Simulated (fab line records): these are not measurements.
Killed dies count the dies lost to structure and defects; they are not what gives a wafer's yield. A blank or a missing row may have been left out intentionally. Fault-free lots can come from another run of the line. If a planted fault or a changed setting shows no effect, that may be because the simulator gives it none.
Which tool was responsible?    flow nand harc    72 wafers from 24 lots sampled at 6 of the route's 1159 steps

== WHAT THE GAUGES SHOWED, per wafer ==
NHARC_P_ZERO_WELL_CD_MEAS_11: target cd 500 nm. Usual: cd nm reads 499.5 nm (standard deviation 1.7).
lot   measured     on         cd nm (nm)         flag
L074  day 1 13:15  cd sem-02  498.8 500.1 497.8  
L075  day 1 19:38  cd sem-03  495.4 495.8 495.7  
L076  day 2 01:18  cd sem-02  499.4 501.0 500.2  
L077  day 2 07:14  cd sem-01  500.7 500.9 500.4  
L078  day 2 13:15  cd sem-03  500.3 500.9 500.5  
L079  day 2 19:14  cd sem-02  499.4 500.4 500.8  
L080  day 3 01:14  cd sem-03  500.3 500.4 499.1  
L081  day 3 07:15  cd sem-03  500.9 497.8 497.7  
L082  day 3 13:14  cd sem-01  497.3 498.7 497.2  
L083  day 3 19:16  cd sem-02  499.6 500.5 500.1  
L084  day 4 01:31  cd sem-03  501.0 499.6 499.1  
L085  day 4 07:16  cd sem-01  498.3 497.7 499.1  
L086  day 4 13:21  cd sem-02  498.3 498.8 498.7  
L087  day 4 19:08  cd sem-01  498.1 498.8 499.0  
L088  day 5 01:15  cd sem-03  495.9 500.1 499.5  
L089  day 5 07:14  cd sem-01  501.4 501.1 501.4  
L090  day 5 13:08  cd sem-01  500.1 501.7 500.1  
L091  day 5 19:08  cd sem-01  499.1 497.6 498.8  
L092  day 6 01:14  cd sem-01  499.1 498.9 498.3  
L093  day 6 07:15  cd sem-02  503.0 500.8 501.6  
L094  day 6 13:07  cd sem-02  498.2 496.6 497.7  
L095  day 6 19:15  cd sem-02  502.2 503.4 502.8  
L096  day 7 01:14  cd sem-02  500.3 498.0 499.5  
L097  day 7 07:07  cd sem-01  499.8 500.1 499.0  

NHARC_P_GATE_INSPECT_28. Usual: raw defect count reads 7.0 (standard deviation 2.9).
lot   measured      on                 raw defect count  flag
L074  day 4 22:50   defect inspect-02  5 5 10            
L075  day 5 00:40   defect inspect-01  8 8 10            
L076  day 5 08:50   defect inspect-02  12 12 7           
L077  day 5 08:10   defect inspect-01  8 7 11            
L078  day 5 15:22   defect inspect-01  10 5 3            
L079  day 6 00:14   defect inspect-01  6 10 4            
L080  day 6 12:23   defect inspect-02  8 6 10            
L081  day 6 16:02   defect inspect-02  8 4 7             
L082  day 6 16:33   defect inspect-02  7 8 7             
L083  day 7 00:29   defect inspect-01  7 10 5            
L084  day 7 01:00   defect inspect-02  5 2 9             
L085  day 7 22:35   defect inspect-01  4 6 5             
L086  day 7 21:40   defect inspect-01  4 2 7             
L087  day 7 21:56   defect inspect-02  10 13 4           
L088  day 7 22:17   defect inspect-02  13 10 8           
L089  day 8 12:55   defect inspect-01  6 11 8            
L090  day 8 13:12   defect inspect-01  7 6 9             
L091  day 9 00:53   defect inspect-02  4 10 9            
L092  day 9 06:13   defect inspect-01  9 6 8             
L093  day 9 06:23   defect inspect-01  6 7 6             
L094  day 9 18:23   defect inspect-02  9 2 4             
L095  day 9 19:07   defect inspect-02  4 10 11           
L096  day 10 04:35  defect inspect-01  4 6 4             
L097  day 10 10:54  defect inspect-02  6 6 3             

NHARC_P_GATE_CD_MEAS_46: target cd 720 nm. Usual: cd nm reads 720.8 nm (standard deviation 1.7).
lot   measured      on         cd nm (nm)         flag
L074  day 5 10:44   cd sem-03  725.1 722.8 721.3  
L075  day 5 12:34   cd sem-02  718.8 721.1 719.4  
L076  day 5 22:58   cd sem-02  720.1 722.8 720.5  
L077  day 5 20:13   cd sem-01  716.5 718.9 718.7  
L078  day 6 03:10   cd sem-02  720.7 724.7 722.2  
L079  day 6 12:09   cd sem-01  725.2 720.6 721.7  
L080  day 7 00:12   cd sem-02  719.2 718.9 723.0  
L081  day 7 03:53   cd sem-03  719.1 722.1 718.7  
L082  day 7 04:23   cd sem-02  720.0 723.6 723.6  
L083  day 7 12:12   cd sem-02  722.2 719.8 721.8  
L084  day 7 12:50   cd sem-01  719.9 719.5 721.7  
L085  day 8 11:00   cd sem-01  721.4 722.3 720.7  
L086  day 8 09:50   cd sem-01  720.8 718.9 721.3  
L087  day 8 16:21   cd sem-02  720.9 720.5 720.3  
L088  day 8 10:39   cd sem-01  720.9 723.5 719.8  
L089  day 9 00:56   cd sem-03  718.4 721.8 721.2  
L090  day 9 01:17   cd sem-01  721.0 719.4 720.2  
L091  day 9 13:07   cd sem-02  718.3 720.0 716.6  
L092  day 9 18:13   cd sem-03  721.1 718.9 721.7  
L093  day 9 20:22   cd sem-03  721.7 721.3 721.6  
L094  day 10 06:17  cd sem-03  723.0 720.7 722.9  
L095  day 10 06:57  cd sem-03  722.1 717.4 719.9  
L096  day 10 16:32  cd sem-03  723.4 718.4 722.5  
L097  day 10 23:10  cd sem-02  719.7 719.7 718.7  

== TOOL THAT RAN EACH LOT (tool first, then ch and the chambers of the sampled wafers, then the start) ==
lot   NHARC_P_STI_ETCH_15              NHARC_P_STI_CMP_21            NHARC_P_GATE_HM_DEP_102
L074  rie si-06 ch 0,1, day 2 12:03    cmp-02 ch 0,1, day 3 08:27    acl dep-01 ch 0, day 4 21:28
L075  rie si-01 ch 0,1,2, day 2 18:47  cmp-02 ch 0,3, day 3 15:49    acl dep-02 ch 0, day 4 23:22
L076  rie si-02 ch 0,1,3, day 3 02:40  cmp-04 ch 1,2,3, day 4 00:07  acl dep-02 ch 0, day 5 07:28
L077  rie si-01 ch 0,2,3, day 3 02:49  cmp-02 ch 0,1,2, day 4 00:07  acl dep-02 ch 0, day 5 06:50
L078  rie si-01 ch 0,1,2, day 3 11:41  cmp-01 ch 0,3, day 4 06:04    acl dep-02 ch 0, day 5 13:58
L079  rie si-01 ch 1,2,3, day 3 19:08  cmp-01 ch 0,1,2, day 4 17:03  acl dep-02 ch 0, day 5 22:41
L080  rie si-06 ch 0,2,3, day 4 00:19  cmp-04 ch 0,1,3, day 4 22:02  acl dep-02 ch 0, day 6 11:03
L081  rie si-01 ch 1,2, day 4 07:54    cmp-02 ch 0,1,2, day 5 06:17  acl dep-01 ch 0, day 6 14:46
L082  rie si-06 ch 0,2,3, day 4 08:06  cmp-04 ch 0,1,2, day 5 06:16  acl dep-01 ch 0, day 6 15:12
L083  rie si-02 ch 1,2, day 4 20:28    cmp-01 ch 0,1, day 5 14:49    acl dep-02 ch 0, day 6 23:20
L084  rie si-01 ch 1,3, day 4 20:37    cmp-04 ch 0,1,3, day 5 14:50  acl dep-02 ch 0, day 6 23:46
L085  rie si-01 ch 2,3, day 5 10:17    cmp-01 ch 1,2, day 6 14:18    acl dep-01 ch 0, day 7 21:23
L086  rie si-02 ch 0,1,3, day 5 10:16  cmp-02 ch 0,1,3, day 6 14:18  acl dep-03 ch 0, day 7 20:16
L087  rie si-06 ch 0,1,2, day 5 19:28  cmp-01 ch 2,3, day 6 14:27    acl dep-02 ch 0, day 7 20:40
L088  rie si-01 ch 0,1, day 5 23:22    cmp-02 ch 0,3, day 6 14:29    acl dep-03 ch 0, day 7 20:48
L089  rie si-06 ch 0,1, day 6 05:35    cmp-02 ch 2,3, day 7 03:37    acl dep-01 ch 0, day 8 11:33
L090  rie si-06 ch 1,2, day 6 13:02    cmp-04 ch 1,2,3, day 7 07:32  acl dep-03 ch 0, day 8 11:55
L091  rie si-01 ch 0,2,3, day 6 17:38  cmp-04 ch 1,3, day 7 14:03    acl dep-03 ch 0, day 8 23:29
L092  rie si-06 ch 0,1,3, day 7 01:56  cmp-04 ch 2,3, day 7 20:56    acl dep-01 ch 0, day 9 04:44
L093  rie si-02 ch 0,1,3, day 7 02:09  cmp-02 ch 0,2, day 7 20:57    acl dep-02 ch 0, day 9 04:50
L094  rie si-02 ch 2,3, day 7 14:38    cmp-01 ch 1,3, day 8 11:11    acl dep-02 ch 0, day 9 17:16
L095  rie si-06 ch 0,1,2, day 7 14:27  cmp-02 ch 1,2,3, day 8 11:11  acl dep-03 ch 0, day 9 17:39
L096  rie si-06 ch 0,2,3, day 7 23:17  cmp-01 ch 1,2,3, day 8 19:55  acl dep-03 ch 0, day 10 03:14
L097  rie si-01 ch 0,1,3, day 8 08:17  cmp-04 ch 1,2,3, day 9 02:25  acl dep-01 ch 0, day 10 09:33
- NHARC_P_STI_ETCH_15: etches the open film in HBr/Cl2, target depth 300 nm, time 100.1 s.
- NHARC_P_STI_CMP_21: polishes, t overpolish 20 s, target thk 380.67 nm.
- NHARC_P_GATE_HM_DEP_102: deposits aC, target thk 120 nm.

== AS READ BY THE TOOLS THEMSELVES (means over the sampled wafers that have a number; for cases with no such wafer, the mark the record gives instead) ==
NHARC_P_STI_ETCH_15. Usual: drypump motor current A 5.6 A, standard deviation 0.56; hbr flow sccm 149.9 sccm, standard deviation 0.45; oes product au 1.003 a.u., standard deviation 0.0089; throttle valve pct 26.406 %, standard deviation 0.0092.
lot   tool       drypump motor current A (A)  hbr flow sccm (sccm)  oes product au (a.u.)  throttle valve pct (%)  flag
L074  rie si-06  5.5                          149.8                 1.003                  26.414                  
L075  rie si-01  5.6                          150.4                 0.997                  26.400                  
L076  rie si-02  5.3                          149.9                 1.004                  26.420                  
L077  rie si-01  5.2                          149.7                 0.997                  26.400                  
L078  rie si-01  5.6                          150.0                 1.009                  26.396                  
L079  rie si-01  5.4                          149.7                 1.008                  26.406                  
L080  rie si-06  6.0                          149.9                 0.993                  26.398                  
L081  rie si-01  5.9                          149.7                 1.005                  26.407                  
L082  rie si-06  6.0                          150.2                 1.003                  26.403                  
L083  rie si-02  5.8                          150.1                 1.008                  26.406                  
L084  rie si-01  5.4                          150.1                 1.006                  26.401                  
L085  rie si-01  4.9                          150.3                 1.004                  26.399                  
L086  rie si-02  5.3                          149.9                 1.000                  26.402                  
L087  rie si-06  5.9                          149.7                 1.010                  26.406                  
L088  rie si-01  6.1                          149.9                 1.002                  26.404                  
L089  rie si-06  6.0                          150.3                 1.006                  26.405                  
L090  rie si-06  5.8                          149.6                 1.002                  26.402                  
L091  rie si-01  5.1                          150.2                 0.998                  26.411                  
L092  rie si-06  5.6                          149.9                 1.014                  26.411                  
L093  rie si-02  5.3                          150.0                 0.997                  26.404                  
L094  rie si-02  5.7                          150.2                 1.010                  26.412                  
L095  rie si-06  5.9                          150.1                 1.002                  26.407                  
L096  rie si-06  6.0                          149.4                 1.004                  26.410                  
L097  rie si-01  5.6                          150.4                 1.002                  26.404                  

NHARC_P_STI_CMP_21. Usual: motor current A 11.9 A, standard deviation 1.1; overpolish run s 19.998 s, standard deviation 0.0096.
lot   tool    motor current A (A)  overpolish run s (s)  flag
L074  cmp-02  11.9                 19.997                
L075  cmp-02  11.8                 19.998                
L076  cmp-04  11.6                 19.985                
L077  cmp-02  11.7                 19.992                
L078  cmp-01  11.8                 19.996                
L079  cmp-01  12.2                 19.998                
L080  cmp-04  12.4                 20.004                
L081  cmp-02  11.2                 19.993                
L082  cmp-04  11.7                 19.996                
L083  cmp-01  12.8                 20.000                
L084  cmp-04  12.9                 19.989                
L085  cmp-01  11.9                 20.004                
L086  cmp-02  12.0                 20.002                
L087  cmp-01  11.6                 19.996                
L088  cmp-02  10.8                 19.998                
L089  cmp-02  11.8                 19.991                
L090  cmp-04  12.0                 19.992                
L091  cmp-04  12.4                 19.992                
L092  cmp-04  11.6                 19.995                
L093  cmp-02  10.2                 19.995                
L094  cmp-01  11.3                 19.998                
L095  cmp-02  12.4                 20.005                
L096  cmp-01  11.7                 20.002                
L097  cmp-04  11.9                 19.989                

NHARC_P_GATE_HM_DEP_102. Usual: throttle valve pct reads 35.000 % (standard deviation 0.0093).
lot   tool        throttle valve pct (%)  flag
L074  acl dep-01  35.000                  
L075  acl dep-02  34.999                  
L076  acl dep-02  35.005                  
L077  acl dep-02  34.989                  
L078  acl dep-02  34.992                  
L079  acl dep-02  35.007                  
L080  acl dep-02  34.994                  
L081  acl dep-01  34.996                  
L082  acl dep-01  34.996                  
L083  acl dep-02  34.999                  
L084  acl dep-02  34.998                  
L085  acl dep-01  35.000                  
L086  acl dep-03  34.991                  
L087  acl dep-02  35.016                  
L088  acl dep-03  35.002                  
L089  acl dep-01  35.006                  
L090  acl dep-03  34.999                  
L091  acl dep-03  35.002                  
L092  acl dep-01  34.997                  
L093  acl dep-02  34.993                  
L094  acl dep-02  34.997                  
L095  acl dep-03  35.005                  
L096  acl dep-03  35.001                  
L097  acl dep-01  34.998                  

== THE ANSWER, worked out from the rows above alone ==
Rule: lot off if the mean of its wafers having a number is beyond 3 standard deviations from the usual mean. A lot without any number at a reading at which 4 lots or more have one is off too. Where the step has rows for the other lots, those lots are counted as sound. The gauges are gone through in route order, then the tools' own readings, and for those a lot's mean is taken as printed above. The first step at which some lot is off is used, and at that step the reading that is off furthest; a lot without a number counts as furthest.
No lot is off on any of the readings shown, so nothing can be concluded from this.

== WHAT THE SIMULATOR HAD PUT IN ==
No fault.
